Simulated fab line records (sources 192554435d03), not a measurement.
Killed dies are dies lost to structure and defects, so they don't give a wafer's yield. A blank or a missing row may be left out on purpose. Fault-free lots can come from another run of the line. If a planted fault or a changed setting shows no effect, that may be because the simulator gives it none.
fab line records    flow n5_finfet
record: lots: 5  wafers: 15  last_day: 17
route steps=1938 shown BEOL_M5@1163
lots that met no fault: taken from a fault-free run of the same line
start_h: hours from the record's opening day to when the first of the lot's shown wafers began    wait_h: hours since the lot's step before    " same as the row above    L1.1+2: a single row standing in for several wafers    - no value, or no start given    * or withheld: withheld    < > ~ a bound
route shown NAME@n: a module of which the file shows steps, and the number in the route of the first    usual: the fault-free wafers' mean and standard deviation    same: alike in all rows    chamber/n: place in a boat    sites: readings site by site    _std_site: standard deviation across them    _edge_site: the outer-site mean with the inner-site mean subtracted    radius_mm: for every site, how far away it sits from the centre of the wafer    mask NAME#n: copy n    behind: the most recent tool/chamber to have shaped the wafer    hold: why the lot was held/for how many hours/how that ended    device: names the non-switching transistor (n, p or np)    end of line: at the end of the route, the tests of the same wafers    step lacking rows: just its recipe    killed: dies lost to structure and defects at the first sort, not the wafer's yield    map: per-die view of a wafer (x killed, . not killed, _ where there is no die)
set.NAME: the setting that was run; set.NAME@STEP: the one run at that earlier step    model.NAME: the simulator's own value behind a step, which no gauge read
lots at selected steps of the route; one table per step, one row per wafer
services: the hour from which a tool's chamber was out of use, counted from the record's first day as start_h (under 0 if before that day), plus the number of hours and why
== steps ==
step: N5_BEOL_M5_OCD_MEAS_38
usual: trench_depth_nm: 71.2/1.3
lot.wafer  tool    chamber  start_h  wait_h  trench_depth_nm
L083.2     ocd-02  -        223.01   -       70.0
L083.3     "       -        "        "       70.9
L083.4     "       -        "        "       71.4
L085.2     ocd-01  -        242.21   -       71.0
L085.3     "       -        "        "       70.5
L085.6     "       -        "        "       71.6
L088.1     ocd-01  -        251.63   -       73.8
L088.4     "       -        "        "       68.5
L088.6     "       -        "        "       69.7
L093.1     ocd-01  -        293.74   -       69.8
L093.3     "       -        "        "       71.2
L093.4     "       -        "        "       70.3
L095.2     ocd-02  -        302.64   -       68.9
L095.5     "       -        "        "       69.8
L095.6     "       -        "        "       68.7
step: N5_BEOL_M5_HM_STRIP_39
recipe: chemistry: peroxide_tin_strip  material: TiN  target_depth_a: 250  temp_c: 50  time_s: 158
lot.wafer   tool          chamber  start_h  wait_h
L083.2+3+4  wet_bench-04  2,5,1    223.05   0.0
L085.2+3+6  wet_bench-05  7,3,5    242.24   0.0
L088.1+4+6  wet_bench-05  1,0,4    251.67   0.0
L093.1+3+4  wet_bench-04  5,2,4    293.77   0.0
L095.2+5+6  wet_bench-04  0,2,3    302.67   0.0
step: N5_BEOL_M5_SRD_40
recipe: time_s: 30  temp_c: 23  rinse_liquid: diw  dry: ipa_marangoni
lot.wafer   tool          chamber  start_h  wait_h
L083.2+3+4  wet_bench-04  2,5,1    223.10   0.0
L085.2+3+6  wet_bench-05  7,3,5    242.29   0.0
L088.1+4+6  wet_bench-05  1,0,4    251.71   0.0
L093.1+3+4  wet_bench-04  5,2,4    293.82   0.0
L095.2+5+6  wet_bench-04  0,2,3    302.72   0.0
step: N5_BEOL_M5_PRECLEAN_42
recipe: chemistry: residue_remover  time_s: 60  temp_c: 40
lot.wafer   tool          chamber  start_h  wait_h
L083.2+3+4  wet_bench-04  2,5,1    223.12   0.0
L085.2+3+6  wet_bench-05  7,3,5    242.31   0.0
L088.1+4+6  wet_bench-05  1,0,4    251.73   0.0
L093.1+3+4  wet_bench-04  5,2,4    293.84   0.0
L095.2+5+6  wet_bench-04  0,2,3    302.73   0.0
step: N5_BEOL_M5_SRD_43
recipe: time_s: 30  temp_c: 23  rinse_liquid: diw  dry: ipa_marangoni
lot.wafer   tool          chamber  start_h  wait_h
L083.2+3+4  wet_bench-04  2,5,1    223.13   0.0
L085.2+3+6  wet_bench-05  7,3,5    242.32   0.0
L088.1+4+6  wet_bench-05  1,0,4    251.75   0.0
L093.1+3+4  wet_bench-04  5,2,4    293.86   0.0
L095.2+5+6  wet_bench-04  0,2,3    302.75   0.0
step: N5_BEOL_M5_CD_MEAS_35
recipe: target_cd_nm: 28  target_cd_y_nm: 24  polarity: opening
usual: cd_nm: 28.2/0.4
lot.wafer  tool       chamber  start_h  wait_h  cd_nm
L083.2     cd_sem-02  -        223.18   0.0     28.2
L083.3     "          -        "        "       28.5
L083.4     "          -        "        "       29.3
L085.2     cd_sem-02  -        242.36   0.0     28.5
L085.3     "          -        "        "       27.7
L085.6     "          -        "        "       28.6
L088.1     cd_sem-03  -        251.79   0.0     27.4
L088.4     "          -        "        "       27.5
L088.6     "          -        "        "       28.3
L093.1     cd_sem-01  -        293.90   0.0     28.3
L093.3     "          -        "        "       28.8
L093.4     "          -        "        "       29.3
L095.2     cd_sem-01  -        302.79   0.0     27.6
L095.5     "          -        "        "       27.8
L095.6     "          -        "        "       28.7
step: N5_BEOL_M5_CURE_80
recipe: temp_c: 370  time_s: 120  ambient: DMADMS/He  material: SiCOH_lowk
usual: lamp_power_pct: 52.32/0.053  wafer_temp_C_max: 371.6/0.54
lot.wafer  tool        chamber  start_h  wait_h  lamp_power_pct  wafer_temp_C_max
L083.2     uv_cure-01  1        223.61   0.4     52.33           371.7
L083.3     "           1        "        "       52.32           372.2
L083.4     "           1        "        "       52.33           371.8
L085.2     uv_cure-02  1        242.46   0.1     52.25           372.1
L085.3     "           1        "        "       52.31           372.8
L085.6     "           1        "        "       52.25           371.7
L088.1     uv_cure-01  1        251.83   0.0     52.39           371.0
L088.4     "           1        "        "       52.40           371.6
L088.6     "           1        "        "       52.39           371.5
L093.1     uv_cure-02  1        294.31   0.4     52.35           372.5
L093.3     "           1        "        "       52.24           372.6
L093.4     "           1        "        "       52.28           372.2
L095.2     uv_cure-02  2        302.93   0.1     52.35           371.1
L095.5     "           2        "        "       52.28           371.3
L095.6     "           2        "        "       52.29           371.5
step: N5_BEOL_M5_DEGAS_44
recipe: ambient: vacuum  temp_c: 250  time_s: 60
usual: heater_power_w: 334/28  susceptor_temp_C: 250.00/0.17
lot.wafer  tool            chamber  start_h  wait_h  heater_power_w  susceptor_temp_C
L083.2     pvd_sputter-03  -        223.93   0.3     319             250.13
L083.3     "               -        "        "       349             250.30
L083.4     "               -        "        "       312             250.06
L085.2     pvd_sputter-01  -        242.88   0.4     296             250.21
L085.3     "               -        "        "       389             249.91
L085.6     "               -        "        "       362             250.13
L088.1     pvd_sputter-03  -        252.50   0.6     349             249.86
L088.4     "               -        "        "       314             250.08
L088.6     "               -        "        "       306             249.51
L093.1     pvd_sputter-01  -        295.56   1.1     393             249.91
L093.3     "               -        "        "       307             250.34
L093.4     "               -        "        "       360             250.23
L095.2     pvd_sputter-02  -        303.51   0.5     367             249.97
L095.5     "               -        "        "       331             249.90
L095.6     "               -        "        "       300             249.92
step: N5_BEOL_M5_PRE_CLEAN_45
recipe: gas: H2/He  time_s: 30  temp_c: 250
usual: heater_power_w: 334/27  susceptor_temp_C: 250.01/0.17
lot.wafer  tool            chamber  start_h  wait_h  heater_power_w  susceptor_temp_C
L083.2     pvd_sputter-03  -        223.97   0.0     323             250.06
L083.3     "               -        "        "       351             250.31
L083.4     "               -        "        "       313             249.76
L085.2     pvd_sputter-01  -        242.92   0.0     290             250.34
L085.3     "               -        "        "       381             249.82
L085.6     "               -        "        "       353             250.10
L088.1     pvd_sputter-03  -        252.54   0.0     350             250.44
L088.4     "               -        "        "       320             250.20
L088.6     "               -        "        "       313             250.11
L093.1     pvd_sputter-01  -        295.60   0.0     398             249.88
L093.3     "               -        "        "       299             250.17
L093.4     "               -        "        "       354             249.92
L095.2     pvd_sputter-02  -        303.56   0.0     370             250.02
L095.5     "               -        "        "       328             250.09
L095.6     "               -        "        "       318             250.19
step: N5_BEOL_M5_ALD_86
recipe: material: TaN  target_thk_a: *  temp_c: 275  ald_precursor_family: PDMAT  ald_co_reactant: NH3  pressure_torr: 3  carrier_flow_sccm: 1500  pulse_time_s: 2  purge_time_s: 3  co_reactant_purge_time_s: 2  co_reactant_pulse_time_s: 3  ald_cycles: 30  precursor_vessel_temp_c: 75  precursor_vessel_pressure_torr: 26.25  precursor_vessel_carrier_sccm: 1000
usual: heater_power_w: 402/33  precursor_vessel_carrier_sccm: 999.8/3  susceptor_temp_C: 275.01/0.18
same: purge_time_s: 3
lot.wafer  tool          chamber  start_h  wait_h  heater_power_w  precursor_vessel_carrier_sccm  susceptor_temp_C
L083.2     ald_metal-03  2        224.26   0.3     348             1002.0                         274.94
L083.3     "             3        "        "       396             1005.8                         274.98
L083.4     "             1        "        "       491             995.7                          274.99
L085.2     ald_metal-01  2        243.07   0.1     400             998.4                          275.11
L085.3     "             3        "        "       456             1002.8                         275.36
L085.6     "             0        "        "       364             1003.1                         275.35
L088.1     ald_metal-04  1        252.76   0.2     421             1002.8                         274.68
L088.4     "             2        "        "       372             998.4                          274.88
L088.6     "             3        "        "       410             1002.9                         275.03
L093.1     ald_metal-03  3        295.68   0.1     393             997.8                          275.26
L093.3     "             1        "        "       487             996.8                          274.98
L093.4     "             0        "        "       427             998.7                          275.01
L095.2     ald_metal-04  0        303.62   0.0     377             1001.9                         275.51
L095.5     "             0        "        "       384             1001.6                         275.41
L095.6     "             1        "        "       421             999.2                          274.86
step: N5_BEOL_M5_SURFACE_TREAT_87
recipe: gas: Ar  time_s: *  ion_energy_ev: *  ion_current_ma_cm2: 0.5  pressure_mtorr: *  ar_flow_sccm: 30
usual: pressure_mtorr: *  throttle_valve_pct: *
lot.wafer  tool            chamber  start_h  wait_h  pressure_mtorr  throttle_valve_pct
L083.2     pvd_sputter-02  -        225.04   0.7     *               *
L083.3     "               -        "        "       *               *
L083.4     "               -        "        "       *               *
L085.2     pvd_sputter-02  -        243.35   0.2     *               *
L085.3     "               -        "        "       *               *
L085.6     "               -        "        "       *               *
L088.1     pvd_sputter-01  -        253.01   0.1     *               *
L088.4     "               -        "        "       *               *
L088.6     "               -        "        "       *               *
L093.1     pvd_sputter-03  -        295.98   0.2     *               *
L093.3     "               -        "        "       *               *
L093.4     "               -        "        "       *               *
L095.2     pvd_sputter-03  -        303.90   0.2     *               *
L095.5     "               -        "        "       *               *
L095.6     "               -        "        "       *               *
step: N5_BEOL_M5_CVD_47
recipe: material: Co  target_thk_a: 30  temp_c: withheld  precursor: CCTBA/H2  pressure_torr: 30  time_s: 216
lot.wafer   tool       chamber  start_h  wait_h
L083.2+3+4  cvd_co-01  1,0,1    225.28   0.2
L085.2+3+6  cvd_co-02  0,2,2    243.41   0.0
L088.1+4+6  cvd_co-02  1,0,2    253.09   0.1
L093.1+3+4  cvd_co-01  2,0,1    296.04   0.0
L095.2+5+6  cvd_co-01  0,0,1    303.96   0.0
step: N5_BEOL_M5_SPUTTER_48
recipe: material: Cu  target_thk_a: 150  temp_c: -20  chamber_pressure_pa: 0.07  power_w: withheld  time_s: 27.62
usual: substrate_temp_c: -20.01/0.1  susceptor_temp_C: -20.01/0.11  throttle_valve_pct: 29.9/1
lot.wafer  tool            chamber  start_h  wait_h  substrate_temp_c  susceptor_temp_C  throttle_valve_pct
L083.2     pvd_sputter-02  -        225.52   0.2     -19.96            -19.93            29.1
L083.3     "               -        "        "       -19.92            -20.05            29.2
L083.4     "               -        "        "       -20.10            -19.96            29.2
L085.2     pvd_sputter-02  -        243.71   0.2     -20.01            -20.04            29.3
L085.3     "               -        "        "       -20.15            -20.03            29.2
L085.6     "               -        "        "       -19.83            -19.98            29.4
L088.1     pvd_sputter-03  -        253.32   0.2     -19.98            -19.98            28.7
L088.4     "               -        "        "       -20.10            -19.73            29.7
L088.6     "               -        "        "       -20.13            -20.02            31.8
L093.1     pvd_sputter-03  -        296.42   0.3     -20.19            -20.01            28.6
L093.3     "               -        "        "       -20.03            -19.90            30.5
L093.4     "               -        "        "       -19.80            -19.99            29.7
L095.2     pvd_sputter-03  -        304.16   0.1     -20.17            -20.08            31.8
L095.5     "               -        "        "       -19.92            -20.06            28.5
L095.6     "               -        "        "       -20.02            -19.88            29.4
step: N5_BEOL_M5_ANNEAL_49
recipe: temp_c: 400  time_s: 1800  ambient: vacuum
usual: heater_power_w: 832/67  susceptor_temp_C: 400.00/0.2
lot.wafer  tool            chamber  start_h  wait_h  heater_power_w  susceptor_temp_C
L083.2     pvd_sputter-02  -        225.60   0.0     812             399.96
L083.3     "               -        "        "       857             399.82
L083.4     "               -        "        "       779             399.56
L085.2     pvd_sputter-02  -        243.79   0.0     772             400.10
L085.3     "               -        "        "       821             400.15
L085.6     "               -        "        "       858             399.78
L088.1     pvd_sputter-03  -        253.40   0.0     828             399.88
L088.4     "               -        "        "       873             400.15
L088.6     "               -        "        "       788             400.09
L093.1     pvd_sputter-03  -        296.50   0.0     813             399.77
L093.3     "               -        "        "       777             399.76
L093.4     "               -        "        "       854             399.87
L095.2     pvd_sputter-03  -        304.24   0.0     783             400.52
L095.5     "               -        "        "       810             399.99
L095.6     "               -        "        "       886             399.93
step: N5_BEOL_M5_SPUTTER_81
recipe: material: Cu  target_thk_a: 150  temp_c: -20  chamber_pressure_pa: 0.07  power_w: withheld  time_s: 27.62
usual: substrate_temp_c: -19.99/0.11  susceptor_temp_C: -19.99/0.11  throttle_valve_pct: 29.9/1
lot.wafer  tool            chamber  start_h  wait_h  substrate_temp_c  susceptor_temp_C  throttle_valve_pct
L083.2     pvd_sputter-02  -        226.60   0.5     -20.07            -19.83            28.9
L083.3     "               -        "        "       -19.90            -19.99            29.3
L083.4     "               -        "        "       -20.08            -20.09            29.1
L085.2     pvd_sputter-02  -        244.79   0.5     -20.05            -20.03            29.2
L085.3     "               -        "        "       -20.06            -20.08            29.3
L085.6     "               -        "        "       -20.02            -20.15            29.1
L088.1     pvd_sputter-03  -        254.41   0.5     -20.09            -19.96            28.4
L088.4     "               -        "        "       -19.89            -20.06            29.6
L088.6     "               -        "        "       -20.21            -20.05            31.7
L093.1     pvd_sputter-03  -        297.51   0.5     -20.05            -20.02            28.7
L093.3     "               -        "        "       -20.11            -20.08            30.5
L093.4     "               -        "        "       -20.03            -20.05            29.8
L095.2     pvd_sputter-03  -        305.25   0.5     -19.68            -19.90            31.6
L095.5     "               -        "        "       -20.03            -19.92            28.7
L095.6     "               -        "        "       -19.91            -20.01            29.9
step: N5_BEOL_M5_ANNEAL_82
recipe: temp_c: 400  time_s: 1800  ambient: vacuum
usual: heater_power_w: 831/65  susceptor_temp_C: 399.99/0.23
lot.wafer  tool            chamber  start_h  wait_h  heater_power_w  susceptor_temp_C
L083.2     pvd_sputter-02  -        226.68   0.0     815             399.82
L083.3     "               -        "        "       855             399.96
L083.4     "               -        "        "       791             399.74
L085.2     pvd_sputter-02  -        244.87   0.0     793             400.19
L085.3     "               -        "        "       822             399.94
L085.6     "               -        "        "       841             400.23
L088.1     pvd_sputter-03  -        254.49   0.0     819             399.98
L088.4     "               -        "        "       882             400.07
L088.6     "               -        "        "       808             399.84
L093.1     pvd_sputter-03  -        297.59   0.0     811             399.85
L093.3     "               -        "        "       777             400.30
L093.4     "               -        "        "       857             400.32
L095.2     pvd_sputter-03  -        305.33   0.0     791             400.03
L095.5     "               -        "        "       812             400.12
L095.6     "               -        "        "       870             399.94
step: N5_BEOL_M5_SPUTTER_83
recipe: material: Cu  target_thk_a: 150  temp_c: -20  chamber_pressure_pa: 0.07  power_w: withheld  time_s: 27.62
usual: substrate_temp_c: -19.98/0.099  susceptor_temp_C: -19.99/0.11  throttle_valve_pct: 29.9/1
lot.wafer  tool            chamber  start_h  wait_h  substrate_temp_c  susceptor_temp_C  throttle_valve_pct
L083.2     pvd_sputter-02  -        227.69   0.5     -20.03            -19.92            28.6
L083.3     "               -        "        "       -20.22            -19.88            29.4
L083.4     "               -        "        "       -19.92            -20.02            29.2
L085.2     pvd_sputter-02  -        245.88   0.5     -19.91            -20.17            29.3
L085.3     "               -        "        "       -19.94            -19.88            29.6
L085.6     "               -        "        "       -19.83            -19.85            29.1
L088.1     pvd_sputter-03  -        255.49   0.5     -19.96            -20.08            28.8
L088.4     "               -        "        "       -19.86            -20.13            29.4
L088.6     "               -        "        "       -20.04            -20.11            31.5
L093.1     pvd_sputter-03  -        298.60   0.5     -19.98            -19.81            28.6
L093.3     "               -        "        "       -19.92            -20.11            30.7
L093.4     "               -        "        "       -19.98            -19.99            29.6
L095.2     pvd_sputter-03  -        306.33   0.5     -20.05            -19.88            31.8
L095.5     "               -        "        "       -19.95            -19.83            28.6
L095.6     "               -        "        "       -19.88            -19.95            29.6
step: N5_BEOL_M5_ANNEAL_84
recipe: temp_c: 400  time_s: 1800  ambient: vacuum
usual: heater_power_w: 835/66  susceptor_temp_C: 400.02/0.21
lot.wafer  tool            chamber  start_h  wait_h  heater_power_w  susceptor_temp_C
L083.2     pvd_sputter-02  -        227.77   0.0     827             400.26
L083.3     "               -        "        "       813             400.13
L083.4     "               -        "        "       796             400.01
L085.2     pvd_sputter-02  -        245.96   0.0     766             399.86
L085.3     "               -        "        "       847             400.10
L085.6     "               -        "        "       830             399.82
L088.1     pvd_sputter-03  -        255.57   0.0     816             399.95
L088.4     "               -        "        "       839             399.93
L088.6     "               -        "        "       812             400.27
L093.1     pvd_sputter-03  -        298.68   0.0     817             400.04
L093.3     "               -        "        "       786             400.24
L093.4     "               -        "        "       877             400.12
L095.2     pvd_sputter-03  -        306.41   0.0     795             399.94
L095.5     "               -        "        "       825             400.19
L095.6     "               -        "        "       874             400.12
step: N5_BEOL_M5_SPUTTER_88
recipe: material: Cu  target_thk_a: 150  temp_c: -20  chamber_pressure_pa: 0.07  power_w: withheld  time_s: 27.62
usual: substrate_temp_c: -19.98/0.089  susceptor_temp_C: -20.01/0.12  throttle_valve_pct: 29.9/1
lot.wafer  tool            chamber  start_h  wait_h  substrate_temp_c  susceptor_temp_C  throttle_valve_pct
L083.2     pvd_sputter-02  -        228.78   0.5     -20.01            -19.74            28.6
L083.3     "               -        "        "       -20.09            -20.16            29.2
L083.4     "               -        "        "       -20.12            -20.14            29.5
L085.2     pvd_sputter-02  -        246.97   0.5     -19.85            -20.22            29.1
L085.3     "               -        "        "       -20.23            -19.94            29.3
L085.6     "               -        "        "       -20.13            -19.97            29.0
L088.1     pvd_sputter-03  -        256.58   0.5     -19.97            -20.20            28.4
L088.4     "               -        "        "       -20.18            -19.88            29.6
L088.6     "               -        "        "       -20.04            -20.12            31.8
L093.1     pvd_sputter-03  -        299.68   0.5     -19.94            -20.01            28.7
L093.3     "               -        "        "       -19.92            -19.97            30.4
L093.4     "               -        "        "       -19.87            -19.96            29.7
L095.2     pvd_sputter-03  -        307.42   0.5     -20.04            -19.96            31.7
L095.5     "               -        "        "       -19.88            -20.09            28.3
L095.6     "               -        "        "       -20.03            -20.00            29.6
step: N5_BEOL_M5_ANNEAL_89
recipe: temp_c: 400  time_s: 1800  ambient: vacuum
usual: heater_power_w: 833/65  susceptor_temp_C: 400.00/0.22
lot.wafer  tool            chamber  start_h  wait_h  heater_power_w  susceptor_temp_C
L083.2     pvd_sputter-02  -        228.86   0.0     821             399.57
L083.3     "               -        "        "       850             400.21
L083.4     "               -        "        "       804             399.82
L085.2     pvd_sputter-02  -        247.05   0.0     771             399.73
L085.3     "               -        "        "       837             399.86
L085.6     "               -        "        "       849             399.95
L088.1     pvd_sputter-03  -        256.66   0.0     820             400.47
L088.4     "               -        "        "       880             400.12
L088.6     "               -        "        "       812             400.42
L093.1     pvd_sputter-03  -        299.76   0.0     819             399.89
L093.3     "               -        "        "       780             400.45
L093.4     "               -        "        "       878             400.01
L095.2     pvd_sputter-03  -        307.50   0.0     804             399.85
L095.5     "               -        "        "       812             400.06
L095.6     "               -        "        "       867             400.12
step: N5_BEOL_M5_SPUTTER_90
recipe: material: Cu  target_thk_a: 45  temp_c: -20  chamber_pressure_pa: 0.07  power_w: withheld  time_s: 8.29
usual: substrate_temp_c: -20.00/0.11  susceptor_temp_C: -20.00/0.1  throttle_valve_pct: 29.9/1
lot.wafer  tool            chamber  start_h  wait_h  substrate_temp_c  susceptor_temp_C  throttle_valve_pct
L083.2     pvd_sputter-02  -        229.86   0.5     -20.21            -20.23            28.5
L083.3     "               -        "        "       -19.95            -20.14            29.7
L083.4     "               -        "        "       -20.00            -19.96            29.5
L085.2     pvd_sputter-02  -        248.05   0.5     -20.09            -19.91            29.5
L085.3     "               -        "        "       -19.94            -20.06            29.0
L085.6     "               -        "        "       -19.85            -19.91            29.1
L088.1     pvd_sputter-03  -        257.67   0.5     -19.92            -20.17            28.6
L088.4     "               -        "        "       -20.12            -19.93            29.7
L088.6     "               -        "        "       -20.09            -20.11            31.7
L093.1     pvd_sputter-03  -        300.77   0.5     -20.16            -20.05            28.5
L093.3     "               -        "        "       -20.09            -19.99            30.5
L093.4     "               -        "        "       -19.97            -19.88            29.6
L095.2     pvd_sputter-03  -        308.51   0.5     -20.04            -19.95            31.7
L095.5     "               -        "        "       -19.85            -19.77            28.7
L095.6     "               -        "        "       -20.06            -19.96            29.7
== services ==
tool          chamber  start_h  hours  kind
ald_metal-04  -        217.67   8.7    pm
ald_metal-03  3        233.96   4.1    repair
uv_cure-02    -        245.75   14.6   pm
wet_bench-05  -        255.96   7.4    repair
cvd_co-01     1        257.55   8.4    repair
uv_cure-02    -        260.35   7.5    pm
ald_metal-01  3        285.25   17.3   repair
wet_bench-04  -        285.82   1.6    repair
ald_metal-03  2        296.88   6.9    repair
ald_metal-03  -        301.08   0.4    repair
== key ==
fault none
